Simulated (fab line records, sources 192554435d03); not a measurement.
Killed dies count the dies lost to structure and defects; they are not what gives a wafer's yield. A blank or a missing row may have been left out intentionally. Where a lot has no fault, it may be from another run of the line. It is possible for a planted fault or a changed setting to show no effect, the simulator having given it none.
Split-lot experiment -- flow n5-finfet -- 7 lots, 21 wafers read, on a route of 1938 steps

== THE SPLIT ITSELF ==
At N5_BEOL_M8_EXPOSE_25 (exposes mask V7, target cd 40 nm), the setting dose-mj was moved away from the recipe's 42.5 on 9 of the 21 wafers read, by -6.4% to +7.0%. This setting was run at the recipe's value on the other wafers.

== FROM THE SPLIT TO THE READING: what the file shows between them, 2 steps ==
- N5_BEOL_M8_PEB_26: peb time 60 s
- N5_BEOL_M8_DEVELOP_27: develop time 30 s

== THE READING ==
cd-nm, in nm, at N5_BEOL_M8_CD_MEAS_28 (target cd 40 nm). A value of 40.05 nm with a standard deviation of 0.26 nm is what fault-free wafers of this fab line usually give.

wafer,"tool, chamber at the split",dose-mj as run,against the recipe,"cd-nm, nm",against lot-mates on the recipe
L074.1,"euv-scanner-02, 0",42.5,recipe,40.40,-
L074.2,"euv-scanner-02, 0",42.5,recipe,39.73,-
L074.5,"euv-scanner-02, 0",42.5,recipe,39.94,-
L078.1,"euv-scanner-02, 0",39.78,-6.4%,38.31,-1.42
L078.3,"euv-scanner-02, 0",39.78,-6.4%,38.17,-1.56
L078.6,"euv-scanner-02, 0",42.5,recipe,39.73,-
L080.1,"euv-scanner-01, 0",39.94,-6.0%,38.57,no lot-mate on the recipe
L080.4,"euv-scanner-01, 0",39.94,-6.0%,38.30,no lot-mate on the recipe
L080.5,"euv-scanner-01, 0",39.94,-6.0%,38.58,no lot-mate on the recipe
L083.3,"euv-scanner-02, 0",42.5,recipe,40.04,-
L083.5,"euv-scanner-02, 0",45.48,+7.0%,41.72,+1.82
L083.6,"euv-scanner-02, 0",42.5,recipe,39.76,-
L085.1,"euv-scanner-01, 0",42.5,recipe,39.87,-
L085.5,"euv-scanner-01, 0",40.57,-4.5%,38.88,-0.99
L085.6,"euv-scanner-01, 0",40.57,-4.5%,38.88,-0.99
L088.2,"euv-scanner-02, 0",42.5,recipe,39.85,-
L088.5,"euv-scanner-02, 0",42.5,recipe,39.73,-
L088.6,"euv-scanner-02, 0",42.5,recipe,39.63,-
L097.1,"euv-scanner-02, 0",42.5,recipe,39.99,-
L097.2,"euv-scanner-02, 0",42.5,recipe,39.58,-
L097.6,"euv-scanner-02, 0",44.08,+3.7%,40.50,+0.72

THE FIT
A straight line over all 21 wafers: cd-nm changes by +0.237 nm for each +1% of dose-mj; r = +0.97; the points scatter about the line by 0.2 nm.
The same after taking each lot's own level away (the mean of its wafers on the recipe; 18 wafers): +0.234 nm for each +1%; r = +0.98; scatter 0.17 nm.
According to that fit, moving dose-mj by its largest amount changes the reading by 1.6 nm.
From 39.730 to 40.023 nm: that is the span of the lots' own levels, equal to 1.1 times the standard deviation above.
The two slopes are in agreement: the lot-to-lot level therefore moves the slope only a little.
Check: +1.55 nm against its lot-mates is what the line predicts for one of the wafers moved furthest among these (+7.0%) when that wafer is left out of the fit. It came out at +1.82 nm against them.

== OTHER SPLITS ON THESE WAFERS ==
Note: prior to the reading, these wafers also went through further splits. Each is held against what the fit with the lots' levels taken away leaves over:
other split on the same wafers,wafers away from the commonest value,r with cd-nm (lot level and that fit taken away)
N5_BEOL_M6_TRENCH_ETCH_37 time-s,8,-0.01
N5_BEOL_M7_PECVD_70 temp-c,11,+0.15
N5_BEOL_M7_HM_DEP_02 target-thk-a,5,-0.03

== THE WHOLE CHAIN: every reading that the file lists as answering this split, in the file's order ==
step,what it does,reading,change (the file's fit),r (the file's)
N5_BEOL_M8_CD_MEAS_28,target cd 40 nm,cd-nm,+0.236 nm for each +1% of the setting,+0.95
N5_BEOL_M8_DESCUM_33,"chemistry O2, time 7 s","BEOL_M8.cd-nm (the simulator's own value, which no gauge read)",+0.26 nm for each +1% of the setting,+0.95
N5_BEOL_M8_ETCH_72,"etches underlayer in N2/H2, target depth 6.5 nm, time 5.2 s","BEOL_M8.cd-nm (the simulator's own value, which no gauge read)",+0.266 nm for each +1% of the setting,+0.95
N5_BEOL_M8_ETCH_66,"etches SOC in N2/H2, target depth 80 nm, overetch 16 nm, time 120 s","BEOL_M8.cd-nm (the simulator's own value, which no gauge read)",+0.282 nm for each +1% of the setting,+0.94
N5_BEOL_M8_VIA_ETCH_34,"etches SiCOH lowk in C4F6/O2, target depth 125.5 nm, time 50.5 s","BEOL_M8.cd-nm (the simulator's own value, which no gauge read)",+0.286 nm for each +1% of the setting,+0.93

== FILE'S OWN FIT ==
cd-nm changes by +0.236 nm for each +1% of dose-mj, r = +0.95.
